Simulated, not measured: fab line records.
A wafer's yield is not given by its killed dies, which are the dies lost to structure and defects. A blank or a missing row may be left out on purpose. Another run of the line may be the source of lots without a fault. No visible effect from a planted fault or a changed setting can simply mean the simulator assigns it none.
Struck lot and sound lot, side by side	flow nand harc	14 steps out of a route of 1159
Sound: wafers L504.2, L504.5, L504.6. Struck: wafers L522.3, L522.4, L522.5. At the end, the cause is stated.
Order at every step that has rows: each side's tool, ch and its chambers, its first start. Under that, the readings that differ: sound wafers	struck wafers	difference of the means	sigmas: that difference in standard deviations of wafers without a fault.
alike: words and numbers the same on both sides, and readings whose means are apart by under 2 such deviations; not compared: readings that were withheld, readings missing a value for some wafer, numbers with overlapping values and no deviation given by the record, and bounds like >300 which may hide the same value.
A row with sigmas, a row that says differs or no value, or rows on one side alone: a step with any of these is where the two part. When numbers do not overlap yet have no deviation, they are printed without sigmas and do not part them. Lack of a reading on every wafer of one side parts them only where that side has two or more wafers.

first, 7 steps without rows for these wafers: NHARC_A_STAIRCASE_COAT_178; NHARC_A_STAIRCASE_SOFTBAKE_179 (time 170 s); NHARC_A_STAIRCASE_EBR_180; NHARC_A_STAIRCASE_EXPOSE_181 (exposes mask STAIR 2); NHARC_A_STAIRCASE_PEB_182 (peb time 130 s); NHARC_A_STAIRCASE_DEVELOP_183 (time 140 s); NHARC_A_STAIRCASE_HARDBAKE_185 (time 140 s).
NHARC_A_STAIRCASE_DESCUM_186: chemistry O2, time 3 s.
  sound on rie diel-04 ch 0,2,3, day 10 18:20; struck on rie diel-01 ch 0,2, day 15 14:34
  alike: drypump motor current A, oes product au, rf vpp V, showerhead plenum p Torr, throttle valve pct
  not compared: rf hours counter h
NHARC_A_STAIRCASE_TRIM_187: chemistry O2, time 211.2 s.
  sound on rie diel-04 ch 1,2, day 10 18:25; struck on rie diel-01 ch 0,2,3, day 15 14:40
  alike: drypump motor current A, oes product au, rf vpp V, showerhead plenum p Torr, throttle valve pct
  not compared: rf hours counter h
NHARC_A_STAIRCASE_ETCH_188: etches the open film in C4F8/O2, target depth 100 nm, time 40.5 s.
  sound: rie diel-04 ch 0,2,3; struck: rie diel-01 ch 2,3
  alike: oes product au, rf fwd power W, rf vpp V, run length s
  not compared: rf hours counter h
NHARC_A_STAIRCASE_TRIM_189: chemistry O2, time 211.2 s.
  sound: rie diel-04 ch 1,2,3; struck: rie diel-01 ch 0,1
  alike: drypump motor current A, oes product au, rf vpp V, showerhead plenum p Torr, throttle valve pct
  not compared: rf hours counter h
NHARC_A_STAIRCASE_ETCH_190: etches the open film in C4F8/O2, target depth 100 nm, time 40.5 s.
  sound on rie diel-04 ch 1,2, day 10 18:48; struck on rie diel-01 ch 2,3, day 15 15:05
reading	sound	struck	difference	sigmas
rf fwd power W (W)	587 596 585	- - -	no value on the struck wafers	
run length s (s)	61.7 61.9 61.6	49.9 50.1 50.0	-11.7	-28
  alike: oes product au, rf vpp V
  not compared: rf hours counter h
NHARC_A_STAIRCASE_TRIM_191: chemistry O2, time 211.2 s.
  sound: rie diel-04 ch 0,3; struck: rie diel-01 ch 0,1,3
  alike: drypump motor current A, oes product au, rf vpp V, showerhead plenum p Torr, throttle valve pct
  not compared: rf hours counter h
-- break in the record here, with 9 days between the starts of the struck wafers on either side (left off in module A_STAIRCASE, picked up again in module END, where the first step shown is number 1159 on the route) --
NHARC_END_SORT_01:
  at this point the record logs the struck wafers (prober-01 ch 0, day 24 06:05) and has no rows for the sound ones

WHERE THEY PART
At NHARC_A_STAIRCASE_ETCH_190 first; at NHARC_END_SORT_01 last (within this record only).

WHY: what had been put in by the simulator
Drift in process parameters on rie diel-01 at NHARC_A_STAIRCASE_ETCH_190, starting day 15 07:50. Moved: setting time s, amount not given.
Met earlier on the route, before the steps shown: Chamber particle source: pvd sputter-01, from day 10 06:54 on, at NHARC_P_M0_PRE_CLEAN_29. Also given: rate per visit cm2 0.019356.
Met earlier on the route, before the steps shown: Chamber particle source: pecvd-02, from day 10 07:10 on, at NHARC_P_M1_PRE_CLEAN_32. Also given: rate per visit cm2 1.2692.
